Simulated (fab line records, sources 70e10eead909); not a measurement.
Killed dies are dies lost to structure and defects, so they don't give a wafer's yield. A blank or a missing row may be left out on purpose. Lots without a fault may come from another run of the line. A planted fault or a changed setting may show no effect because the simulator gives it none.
A struck lot beside a sound one | flow nand_harc | 20 steps out of a route of 1159
Sound: wafers L590.2, L590.3, L590.4. Struck: wafer L593.6. The cause comes at the end.
At each step with rows: each side's tool, then ch and its chambers, then its first start. Under that, the readings that differ: sound wafers | struck wafers | difference of the means | sigmas: that difference in standard deviations of wafers without a fault.
alike: readings whose means differ by less than 2 such deviations, and words and numbers that are the same on both sides. not compared: withheld readings, readings that some wafer has no value for, bounds like >300 that may hide the same value, and numbers for which the record gives no deviation and whose values overlap.
The two part at a step that has a row with sigmas, a row that says differs or no value, or rows on one side only. Numbers that don't overlap but have no deviation are shown without sigmas and don't part them. A reading that every wafer of one side lacks parts them only if that side has two wafers or more.

NHARC_A_BLC_CMP_25: polishes, t overpolish 30 s, target thk 150 nm.
  sound on cmp-03 ch 1,2,3, day 17 23:28; struck on cmp-01 ch 0, day 18 22:17
  alike: motor_current_A, overpolish_run_s, time_to_endpoint_s
then, 1 step without rows for these wafers: NHARC_A_BLC_SRD_27.
NHARC_A_BLC_INSPECT_28:
  sound on defect_inspect-01, day 17 23:52; struck on defect_inspect-01, day 18 22:34
  reading          | sound       | struck | difference | sigmas
  raw_defect_count | 732 816 741 | 468    | -295       | -2
then, 8 steps without rows for these wafers: NHARC_A_M0_DEP_00 (deposits SiOC, target thk 150 nm); NHARC_A_M0_DEHYDRATE_01 (time 120 s); NHARC_A_M0_HMDS_02 (time 30 s); NHARC_A_M0_COAT_33 (time 65 s); NHARC_A_M0_COAT_03 (resist thk 90 nm); NHARC_A_M0_SOFTBAKE_04 (time 55 s); NHARC_A_M0_EBR_05; NHARC_A_M0_EXPOSE_06 (exposes mask A M0, target cd 80 nm).
NHARC_A_M0_PEB_07: peb time 65 s.
  sound on litho_track-01 ch 0, day 18 00:34; struck on litho_track-06 ch 0, day 18 23:24
  reading          | sound                | struck | difference | sigmas
  plate_temp_C (C) | 100.09 100.09 100.12 | 99.40  | -0.70      | -5
  alike: exhaust_pa, resist_line_temp_C
then, 1 step without rows for these wafers: NHARC_A_M0_DEVELOP_08 (develop time 35 s).
NHARC_A_M0_CD_MEAS_09: target cd 80 nm.
  sound on cd_sem-03 ch 0, day 18 00:39; struck on cd_sem-01 ch 0, day 18 23:29
  alike: cd_nm
NHARC_A_M0_OVL_MEAS_10: pitch 160 nm.
  sound on overlay-02, day 18 00:44; struck on overlay-01, day 18 23:34
  reading           | sound       | struck | difference | sigmas
  overlay_x_nm (nm) | 1.4 1.0 1.3 | -0.8   | -2.0       | -3
  overlay_y_nm (nm) | 0.9 0.9 1.1 | -1.6   | -2.6       | -3
NHARC_A_M0_INSPECT_11:
  sound on defect_inspect-01, day 18 00:46; struck on defect_inspect-01, day 18 23:36
  alike: raw_defect_count
NHARC_A_M0_DESCUM_14: chemistry O2, time 3 s.
  sound on rie_diel-13 ch 0,1, day 18 00:50; struck on rie_diel-01 ch 3, day 18 23:42
  alike: drypump_motor_current_A, oes_product_au, rf_vpp_V, showerhead_plenum_p_Torr, throttle_valve_pct
  not compared: rf_hours_counter_h, model.A_M0.cd_nm
NHARC_A_M0_ETCH_34: etches the open film in N2/H2, target depth 40 nm, overetch 12 nm, time 43.94 s.
  sound on rie_diel-13 ch 1,2, day 18 00:56; struck on rie_diel-01 ch 3, day 18 23:46
  alike: drypump_motor_current_A, oes_product_au, rf_fwd_power_W, rf_vpp_V, showerhead_plenum_p_Torr, throttle_valve_pct
  not compared: rf_hours_counter_h
NHARC_A_M0_ETCH_15: etches the open film in C4F8/Ar, target depth 150 nm, overetch 15 nm, time 82.5 s.
  sound on rie_diel-13 ch 1,2; struck on rie_diel-01 ch 2
  alike: oes_product_au, rf_fwd_power_W, rf_vpp_V
  not compared: rf_hours_counter_h, model.A_M0.cd_nm
NHARC_A_M0_CD_MEAS_16:
  sound on cd_sem-03, day 18 01:11; struck on cd_sem-03, day 18 23:58
  alike: cd_nm

WHERE THEY PART
First at NHARC_A_BLC_INSPECT_28; last, within this record, at NHARC_A_M0_OVL_MEAS_10. Later steps at which nothing parts them and some readings are alike: NHARC_A_M0_INSPECT_11, NHARC_A_M0_DESCUM_14, NHARC_A_M0_ETCH_34, NHARC_A_M0_ETCH_15, NHARC_A_M0_CD_MEAS_16.

WHY: what the simulator had put in
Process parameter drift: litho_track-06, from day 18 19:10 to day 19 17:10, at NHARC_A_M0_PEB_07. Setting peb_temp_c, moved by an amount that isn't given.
